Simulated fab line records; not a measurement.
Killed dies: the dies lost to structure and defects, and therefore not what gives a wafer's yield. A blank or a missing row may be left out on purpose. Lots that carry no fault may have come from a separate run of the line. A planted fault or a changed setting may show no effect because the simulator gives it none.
Chamber matching + flow nand-harc + NHARC_A_STAIRCASE_DESCUM_252 on rie-diel-10: 4 sister chambers
The step chemistry O2, time 3 s. 4 wafers are shown with their chamber, then 8 later ones without.

WAFERS PAIRED WITH THEIR CHAMBERS
| wafer  | chamber | showerhead-plenum-p-Torr (Torr) |
|--------|---------|---------------------------------|
| L726.5 | 2       | 1.81                            |
| L728.2 | 1       | 1.80                            |
| L728.6 | 3       | 1.88                            |
| L730.1 | 0       | 1.86                            |

WAFERS WHOSE CHAMBER IS MISSING
| wafer  | showerhead-plenum-p-Torr (Torr) |
|--------|---------------------------------|
| L730.5 | 1.88                            |
| L730.6 | 1.86                            |
| L738.1 | 1.79                            |
| L738.4 | 1.88                            |
| L738.6 | 1.79                            |
| L741.3 | 1.80                            |
| L741.5 | 1.80                            |
| L741.6 | 1.88                            |

CHAMBER TAKEN BY EACH
| wafer  | from the rows above | in truth                   |
|--------|---------------------|----------------------------|
| L730.5 | 3                   | 3                          |
| L730.6 | 0                   | 0                          |
| L738.1 | 1                   | 1                          |
| L738.4 | 3                   | 3                          |
| L738.6 | 1                   | 1                          |
| L741.3 | 1                   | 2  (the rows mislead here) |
| L741.5 | 1                   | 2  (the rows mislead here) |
| L741.6 | 3                   | 3                          |
Placed correctly: 6 of 8. Number that these rows cannot place: 0. Wrongly placed: 2.
How it was worked out, from the rows above alone: a wafer's distance from a chamber is the root of the sum, over the readings, of the square of ((its reading less the chamber's mean) divided by the reading's scatter). The wafer belongs to the nearest chamber; if the next one is less than 2 further off, it can't be placed. For every chamber, the mean is computed from those of its wafers that are shown. The scatter: root of mean squared gap, hidden wafer to nearest shown wafer, with one shown wafer a chamber.
